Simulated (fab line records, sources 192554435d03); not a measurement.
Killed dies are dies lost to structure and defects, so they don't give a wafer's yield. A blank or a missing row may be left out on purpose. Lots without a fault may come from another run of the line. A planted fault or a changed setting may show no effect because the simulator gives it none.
Chamber matching | flow n5_finfet | N5_SD_EPI_P_DESCUM_14 on rie_diel-03: 4 sister chambers
The step chemistry O2, time 7.9 s. 4 wafers are shown with their chamber, then 11 later ones without.

WAFERS WITH THEIR CHAMBER
wafer  | chamber | showerhead_plenum_p_Torr (Torr)
L083.6 | 3       | 2.18
L084.2 | 0       | 2.20
L085.6 | 1       | 2.08
L087.2 | 2       | 2.00

WAFERS WITHOUT THEIR CHAMBER
wafer  | showerhead_plenum_p_Torr (Torr)
L087.3 | 2.19
L087.5 | 2.08
L090.1 | 1.99
L090.4 | 2.08
L090.5 | 2.18
L092.1 | 2.08
L092.2 | 1.99
L092.5 | 2.08
L093.1 | 2.19
L093.3 | 1.99
L093.5 | 2.08

WHICH CHAMBER EACH WENT THROUGH
wafer  | from the rows above     | in truth
L087.3 | can't be placed: 3 or 0 | 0
L087.5 | 1                       | 1
L090.1 | 2                       | 2
L090.4 | 1                       | 1
L090.5 | 3                       | 3
L092.1 | 1                       | 1
L092.2 | 2                       | 2
L092.5 | 1                       | 1
L093.1 | can't be placed: 3 or 0 | 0
L093.3 | 2                       | 2
L093.5 | 1                       | 1
Placed correctly: 9 of 11. Can't be placed from these rows: 2 (the true chamber is among the candidates in 2). Placed wrongly: 0.
How it was worked out, from the rows above alone: a wafer's distance from a chamber is the root of the sum, over the readings, of the square of ((its reading less the chamber's mean) divided by the reading's scatter). The wafer belongs to the nearest chamber; if the next one is less than 2 further off, it can't be placed. A chamber's mean is the mean of its shown wafers. The scatter: with one shown wafer a chamber, the root of the mean of the squares of how far each hidden wafer lies from its nearest shown one.
